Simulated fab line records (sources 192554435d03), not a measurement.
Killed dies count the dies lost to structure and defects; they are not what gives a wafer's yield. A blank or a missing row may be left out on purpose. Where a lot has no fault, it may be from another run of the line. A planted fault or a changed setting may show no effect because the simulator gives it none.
2 desks, one fault + flow n5_finfet + every desk sees just its own numbers, and what lay behind them comes last

THE METROLOGY DESK
What the gauges read, lot by lot, whatever tool the lot ran on: means of the sampled wafers that have a number. A lot is out of limits, marked OUT, if its mean lies more than 4 standard deviations from the usual mean; the brackets give that distance.
Columns: A = V14_OVL at N5_BEOL_M15_OVL_MEAS_11, usual 1 nm
| lot  | first seen here | A             |
|------|-----------------|---------------|
| L146 | day 13 11:03    | 2             |
| L147 | day 14 04:02    | -2            |
| L149 | day 14 04:04    | 3             |
| L150 | day 14 08:37    | 10            |
| L153 | day 15 08:22    | -2            |
| L158 | day 17 05:02    | 43 (+8.7) OUT |
| L164 | day 17 08:00    | -1            |
| L163 | day 18 02:19    | 37 (+7.6) OUT |
| L165 | day 19 07:34    | 4             |
| L166 | day 19 08:41    | -5            |
Finding of this desk: L158, L163 out of limits, first seen on L158 at day 17 05:02 (V14_OVL at N5_BEOL_M15_OVL_MEAS_11). L146, L147, L149, L150, L153, L164, L165, L166: within limits.

THE DEFECT DESK
What the inspections along the route counted, lot by lot: means of the sampled wafers that have a number. A lot is out of limits, marked OUT, if its mean lies more than 4 standard deviations from the usual mean; the brackets give that distance.
Columns: A = raw_defect_count at N5_BEOL_M14_INSPECT_30, usual 1.8
| lot  | first seen here | A   |
|------|-----------------|-----|
| L146 | day 13 07:26    | 0.3 |
| L147 | day 13 23:05    | 2.3 |
| L149 | day 13 23:42    | 1.7 |
| L150 | day 14 03:58    | 1.7 |
| L153 | day 15 04:04    | 1.3 |
| L158 | day 16 23:00    | 1.0 |
| L164 | day 17 03:16    | 3.7 |
| L163 | day 17 19:01    | 2.3 |
| L165 | day 19 02:16    | 2.0 |
| L166 | day 19 02:22    | 0.7 |
Finding of this desk: none of the 10 lots has anything out of limits.

TAKEN TOGETHER
Metrology desk: alarm possible at day 17 05:02 on L158, L163.
Nothing out of limits was seen by the defect desk.
The defect desk has L158, L163 on record, within its limits.
Of the lots named, all ran N5_BEOL_M15_EXPOSE_07 on krf_scanner-01.

WHAT THE SIMULATOR PUT IN
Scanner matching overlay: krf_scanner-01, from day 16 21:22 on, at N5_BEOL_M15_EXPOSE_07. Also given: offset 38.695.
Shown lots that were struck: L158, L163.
Delay in hours, fault start to first out-of-limits reading, per desk: metrology desk 8.
